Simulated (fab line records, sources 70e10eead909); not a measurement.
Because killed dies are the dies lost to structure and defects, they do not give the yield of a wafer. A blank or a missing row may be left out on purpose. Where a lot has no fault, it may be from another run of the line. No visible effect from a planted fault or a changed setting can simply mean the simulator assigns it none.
fab line records ; flow nandHarc
[record] lots = 13; wafers = 39; lastDay = 34
route steps=1302 shown A_STAIRCASE@856 THIN_TSV@1269 END@1302
lots with no fault: from the same line, run without faults
startH: start of the lot's first displayed wafer, in hours after the record's first day ; waitH: time in hours since the lot's previous step ; " the same as in the row above ; L1.1+2: several wafers, shown together as one row ; - no value, or no start given ; * or withheld: withheld ; < > ~ a bound
route shown NAME@n: a module of which the file shows steps, and the number in the route of the first ; usual: mean and standard deviation over wafers with no fault ; same: alike in all rows ; chamber/n: place in a boat ; sites: each site's reading ; _std_site: standard deviation of those values ; _edge_site: mean of outer sites minus mean of inner sites ; radiusMm: how far each site lies from the wafer's centre ; mask NAME#n: copy n ; behind: the last tool/chamber to shape the wafer ; hold: what put the lot on hold/how long, in hours/how the hold closed ; device: transistor that didn't switch, given as n, p or np ; end of line: the same wafers' tests at the end of the route ; for a step that has no rows: nothing shown but its recipe ; killed: dies lost to structure and defects at the first sort, not the wafer's yield ; map: a wafer's dies, x killed, . not, _ none there
set.NAME: the setting the step ran with; set.NAME@STEP: the setting that earlier step ran with ; model.NAME: the simulator's own value behind a step, which no gauge read
one table for each step of the route and one row for each wafer, over a sample of lots
services: a tool's chamber out of use, with start hour (startH, from the record's first day; less than 0 if before it), hours out, and reason
[[steps]]
[step NHARC_A_STAIRCASE_DEP_325]
[recipe] targetThkA = 72000; tempC = 400; targetThkNm = 7200; teosFlowSccm = 200; rfW = 500; material = SiO2
[usual] heaterPowerW = 658/96
lot.wafer;tool;chamber;startH;waitH;heaterPowerW
L386.1;pecvd-03;2;428.56;0.1;667
L386.2;pecvd-03;1;428.56;0.1;634
L386.4;pecvd-03;1;428.56;0.1;516
L385.3;pecvd-04;1;428.56;0.1;745
L385.4;pecvd-04;1;428.56;0.1;594
L385.6;pecvd-04;2;428.56;0.1;540
L387.1;pecvd-03;2;438.82;0.1;659
L387.6;pecvd-03;0;438.82;0.1;681
L387.4;pecvd-03;1;438.82;0.1;532
L388.3;pecvd-04;0;448.87;0.1;684
L388.1;pecvd-04;1;448.87;0.1;710
L388.5;pecvd-04;0;448.87;0.1;628
L389.3;pecvd-02;0;463.33;0.1;744
L389.2;pecvd-02;1;463.33;0.1;637
L389.4;pecvd-02;2;463.33;0.1;688
L390.1;pecvd-03;2;463.92;0.7;649
L390.4;pecvd-03;0;463.92;0.7;687
L390.5;pecvd-03;1;463.92;0.7;530
L392.2;pecvd-03;1;517.45;0.1;629
L392.6;pecvd-03;1;517.45;0.1;523
L392.5;pecvd-03;2;517.45;0.1;597
L394.1;pecvd-04;0;517.45;0.1;803
L394.2;pecvd-04;1;517.45;0.1;636
L394.6;pecvd-04;0;517.45;0.1;655
L393.1;pecvd-02;0;517.52;0.1;727
L393.2;pecvd-02;1;517.52;0.1;645
L393.6;pecvd-02;2;517.52;0.1;684
L395.1;pecvd-03;2;518.03;0.6;738
L395.3;pecvd-03;1;518.03;0.6;660
L395.6;pecvd-03;1;518.03;0.6;528
L403.3;pecvd-03;2;608.95;0.1;555
L403.1;pecvd-03;0;608.95;0.1;838
L403.6;pecvd-03;1;608.95;0.1;520
L408.1;pecvd-04;2;657.75;0.3;583
L408.4;pecvd-04;1;657.75;0.3;570
L408.5;pecvd-04;2;657.75;0.3;480
L407.2;pecvd-02;2;657.75;0.3;841
L407.5;pecvd-02;1;657.75;0.3;661
L407.6;pecvd-02;2;657.75;0.3;671
[step NHARC_THIN_TSV_STRIP_62]
[recipe] powerW = 1500; tempC = 250; timeS = 20; chemistry = N2/H2
[usual] drypumpMotorCurrentA = 6.1/0.46; heaterPowerW = 323/25
lot.wafer;tool;chamber;startH;waitH;drypumpMotorCurrentA;heaterPowerW;rfHoursCounterH
L386.2;plasmaAsher-02;0;558.21;-;6.6;353;25
L386.1;plasmaAsher-02;1;558.21;-;5.7;299;25
L386.4;plasmaAsher-02;0;558.21;-;6.6;350;-
L385.4;plasmaAsher-02;0;570.67;-;6.6;355;-
L385.3;plasmaAsher-02;1;570.67;-;5.7;307;-
L385.6;plasmaAsher-02;0;570.67;-;6.6;349;-
L388.1;plasmaAsher-01;0;571.90;-;5.5;310;9
L388.3;plasmaAsher-01;0;571.90;-;5.5;317;-
L388.5;plasmaAsher-01;0;571.90;-;5.5;313;-
L387.1;plasmaAsher-01;0;573.25;-;5.5;313;9
L387.4;plasmaAsher-01;1;573.25;-;6.5;333;-
L387.6;plasmaAsher-01;0;573.25;-;5.5;307;-
L389.2;plasmaAsher-02;1;589.65;-;5.7;304;32
L389.3;plasmaAsher-02;0;589.65;-;6.6;354;-
L389.4;plasmaAsher-02;1;589.65;-;5.7;299;-
L390.1;plasmaAsher-01;0;591.14;-;5.5;309;13
L390.4;plasmaAsher-01;1;591.14;-;6.5;319;-
L390.5;plasmaAsher-01;0;591.14;-;5.5;303;-
L393.2;plasmaAsher-02;1;651.21;-;5.7;304;7
L393.1;plasmaAsher-02;0;651.21;-;6.6;371;7
L393.6;plasmaAsher-02;0;651.21;-;6.6;359;-
L392.2;plasmaAsher-02;0;652.64;-;6.6;361;8
L392.5;plasmaAsher-02;0;652.64;-;6.6;367;-
L392.6;plasmaAsher-02;1;652.64;-;5.7;302;-
L394.2;plasmaAsher-01;0;653.76;-;5.6;309;27
L394.1;plasmaAsher-01;1;653.76;-;6.5;333;27
L394.6;plasmaAsher-01;0;653.76;-;5.6;311;-
L395.1;plasmaAsher-02;0;661.13;-;6.6;371;10
L395.3;plasmaAsher-02;1;661.13;-;5.7;299;-
L395.6;plasmaAsher-02;0;661.13;-;6.6;359;-
L403.1;plasmaAsher-01;0;739.04;-;5.5;295;5
L403.3;plasmaAsher-01;1;739.04;-;6.5;295;-
L403.6;plasmaAsher-01;0;739.04;-;5.5;302;-
L407.2;plasmaAsher-02;1;791.83;-;5.7;287;2
L407.6;plasmaAsher-02;1;791.83;-;5.7;284;-
L407.5;plasmaAsher-02;0;791.83;-;6.6;346;-
L408.1;plasmaAsher-02;1;792.04;-;5.7;283;2
L408.4;plasmaAsher-02;0;792.04;-;6.6;340;-
L408.5;plasmaAsher-02;1;792.04;-;5.7;289;-
[step NHARC_THIN_TSV_PRE_CLEAN_50]
[recipe] timeS = 30; tempC = 280; gas = H2/He
[usual] heaterPowerW = 416/43
lot.wafer;tool;chamber;startH;waitH;heaterPowerW
L386.2;pvdSputter-01;-;-;-;398
L386.4;pvdSputter-01;-;-;-;393
L386.1;pvdSputter-01;-;-;-;360
L385.3;pvdSputter-02;-;-;-;419
L385.4;pvdSputter-02;-;-;-;378
L385.6;pvdSputter-02;-;-;-;428
L388.1;pvdSputter-03;-;-;-;315
L388.3;pvdSputter-03;-;-;-;380
L388.5;pvdSputter-03;-;-;-;309
L387.4;pvdSputter-03;-;-;-;378
L387.1;pvdSputter-03;-;-;-;438
L387.6;pvdSputter-03;-;-;-;386
L389.2;pvdSputter-03;-;-;-;433
L389.3;pvdSputter-03;-;-;-;319
L389.4;pvdSputter-03;-;-;-;378
L390.1;pvdSputter-02;-;-;-;365
L390.4;pvdSputter-02;-;-;-;421
L390.5;pvdSputter-02;-;-;-;379
L393.1;pvdSputter-01;-;-;-;413
L393.2;pvdSputter-01;-;-;-;402
L393.6;pvdSputter-01;-;-;-;412
L392.2;pvdSputter-03;-;-;-;437
L392.6;pvdSputter-03;-;-;-;314
L392.5;pvdSputter-03;-;-;-;393
L394.1;pvdSputter-02;-;-;-;427
L394.2;pvdSputter-02;-;-;-;401
L394.6;pvdSputter-02;-;-;-;429
L395.1;pvdSputter-02;-;-;-;491
L395.3;pvdSputter-02;-;-;-;426
L395.6;pvdSputter-02;-;-;-;369
L403.3;pvdSputter-02;-;-;-;454
L403.1;pvdSputter-02;-;-;-;429
L403.6;pvdSputter-02;-;-;-;453
L407.2;pvdSputter-01;-;-;-;409
L407.5;pvdSputter-01;-;-;-;403
L407.6;pvdSputter-01;-;-;-;398
L408.4;pvdSputter-03;-;-;-;434
L408.1;pvdSputter-03;-;-;-;339
L408.5;pvdSputter-03;-;-;-;455
[step NHARC_THIN_TSV_PVD_51]
[recipe] targetThkA = 1000; chamberPressurePa = 5; material = Cu
[usual] throttleValvePct = 30.3/1.1
lot.wafer;tool;chamber;startH;waitH;throttleValvePct
L386.1;pvdSputter-01;-;-;-;30.1
L386.4;pvdSputter-01;-;-;-;32.0
L386.2;pvdSputter-01;-;-;-;27.9
L385.3;pvdSputter-02;-;-;-;30.7
L385.4;pvdSputter-02;-;-;-;30.5
L385.6;pvdSputter-02;-;-;-;31.7
L388.1;pvdSputter-03;-;-;-;31.3
L388.3;pvdSputter-03;-;-;-;31.7
L388.5;pvdSputter-03;-;-;-;30.8
L387.4;pvdSputter-03;-;-;-;31.6
L387.1;pvdSputter-03;-;-;-;29.2
L387.6;pvdSputter-03;-;-;-;31.6
L389.2;pvdSputter-03;-;-;-;28.7
L389.4;pvdSputter-03;-;-;-;31.7
L389.3;pvdSputter-03;-;-;-;31.0
L390.4;pvdSputter-02;-;-;-;30.2
L390.1;pvdSputter-02;-;-;-;30.6
L390.5;pvdSputter-02;-;-;-;30.3
L393.1;pvdSputter-01;-;-;-;31.3
L393.2;pvdSputter-01;-;-;-;31.4
L393.6;pvdSputter-01;-;-;-;31.8
L392.2;pvdSputter-03;-;-;-;29.1
L392.6;pvdSputter-03;-;-;-;31.0
L392.5;pvdSputter-03;-;-;-;28.9
L394.1;pvdSputter-02;-;-;-;30.5
L394.2;pvdSputter-02;-;-;-;30.3
L394.6;pvdSputter-02;-;-;-;30.3
L395.1;pvdSputter-02;-;-;-;30.6
L395.3;pvdSputter-02;-;-;-;31.7
L395.6;pvdSputter-02;-;-;-;30.4
L403.3;pvdSputter-02;-;-;-;30.7
L403.1;pvdSputter-02;-;-;-;29.2
L403.6;pvdSputter-02;-;-;-;31.9
L407.2;pvdSputter-01;-;-;-;30.8
L407.5;pvdSputter-01;-;-;-;30.6
L407.6;pvdSputter-01;-;-;-;28.9
L408.4;pvdSputter-03;-;-;-;30.5
L408.1;pvdSputter-03;-;-;-;29.2
L408.5;pvdSputter-03;-;-;-;31.1
[step NHARC_END_SORT_01]
[recipe] tempC = 25
[usual] killedAtArray = 53/21; killedAtOther = 1.0/1.3; killedAtPeriphery = 3.8/2.4; killedDies = 58/21; killedOpen = 3.4/1.9; killedShort = 2.4/1.5
[same] grossDies = 677
lot.wafer;tool;chamber;startH;waitH;killedAtArray;killedAtOther;killedAtPeriphery;killedDies;killedOpen;killedShort
L403.1;prober-01;0;751.42;2.5;156;5;4;165;2;5
L403.3;prober-01;0;753.01;3.1;87;0;0;87;1;3
L403.6;prober-01;0;755.40;4.0;71;0;1;72;1;0
// killed by level:class
L403.1 A_STAIRCASE:unspecified=94 A_CHANNEL_HOLE_D1:chamberFilmFlake=26 A_SLIT:chamberFilmFlake=20 THIN_TSV:chamberFilmFlake=5 A_STAIRCASE:chamberFilmFlake=3 A_CONTACT:chamberFilmFlake=3 A_CHANNEL_FILL_D1:chamberFilmFlake=2 P_STI:geometricParticle:open=1
L403.3 A_CHANNEL_HOLE_D1:chamberFilmFlake=44 A_SLIT:chamberFilmFlake=24 A_CONTACT:chamberFilmFlake=8 A_STAIRCASE:chamberFilmFlake=4 A_ONON_D1:geometricParticle:short=1 A_CHANNEL_HOLE_D2:geometricParticle:short=1 A_WL_FILL:geometricParticle:short=1 A_WL_FILL:geometricParticle:open=1
L403.6 A_CHANNEL_HOLE_D1:chamberFilmFlake=33 A_SLIT:chamberFilmFlake=23 A_CONTACT:chamberFilmFlake=4 A_STAIRCASE:chamberFilmFlake=3 A_CHANNEL_FILL_D1:chamberFilmFlake=2 A_CHANNEL_HOLE_D2:chamberFilmFlake=2 A_CONTACT:geometricParticle:open=1 P_GATE:chamberFilmFlake=1
[[services]]
tool;chamber;startH;hours;kind
plasmaAsher-02;-;426.29;9.0;pm
pvdSputter-02;-;429.26;58.0;repair
plasmaAsher-02;-;445.74;1.2;repair
pvdSputter-03;-;475.90;1.5;repair
pecvd-03;0;493.00;6.9;repair
plasmaAsher-01;-;519.13;9.0;pm
pvdSputter-03;-;536.44;10.0;pm
pecvd-03;-;547.37;13.0;pm
pvdSputter-02;-;550.37;0.5;repair
pvdSputter-02;-;578.12;2.2;repair
pecvd-03;2;580.02;20.4;repair
pvdSputter-01;-;582.02;10.0;pm
plasmaAsher-02;-;590.16;2.0;repair
plasmaAsher-02;-;603.56;9.0;pm
pecvd-03;-;629.53;1.3;repair
pvdSputter-02;-;665.24;10.0;pm
plasmaAsher-01;-;696.31;9.0;pm
pvdSputter-03;-;714.44;10.0;pm
pecvd-03;-;728.37;13.0;pm
pvdSputter-03;-;730.38;3.8;repair
pvdSputter-01;-;760.02;10.0;pm
plasmaAsher-01;-;760.88;35.5;repair
plasmaAsher-02;-;780.56;9.0;pm
pvdSputter-01;-;792.41;3.6;repair
[[key]]
[firstSign] step = NHARC_END_SORT_01; reading = killedDies; direction = up; sigmas = 5.1; usual = 58; struck = 165
[effect] step = NHARC_END_SORT_01; reading = killedAtArray; direction = up; sigmas = 4.9; usual = 53; struck = 156
[moreKillsBornAt] NHARC_A_STAIRCASE_DEP_325@pecvd-03 = 94
metAt NHARC_A_STAIRCASE_DEP_325
struckLots L403
struckWafers L403.1
testerLeftOut L403
notActingAt NHARC_THIN_TSV_STRIP_62,NHARC_THIN_TSV_PRE_CLEAN_50,NHARC_THIN_TSV_PVD_51
onsetBetween 463.92 608.95
[fault] kind = chamberParticleSource; tool = pecvd-03; chamber = 0; onsetH = 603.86; steps = NHARC_A_STAIRCASE_DEP_325; ratePerVisitCm2 = 1.2028; endH = 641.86
// testerLeftOut: of these lots the tester's yield and bins aren't shown, on N5 and GAA mostly nor the transistor test; their killed dies are dies lost to structure and defects alone, not to doping, threshold or leakage, so they don't give the yield
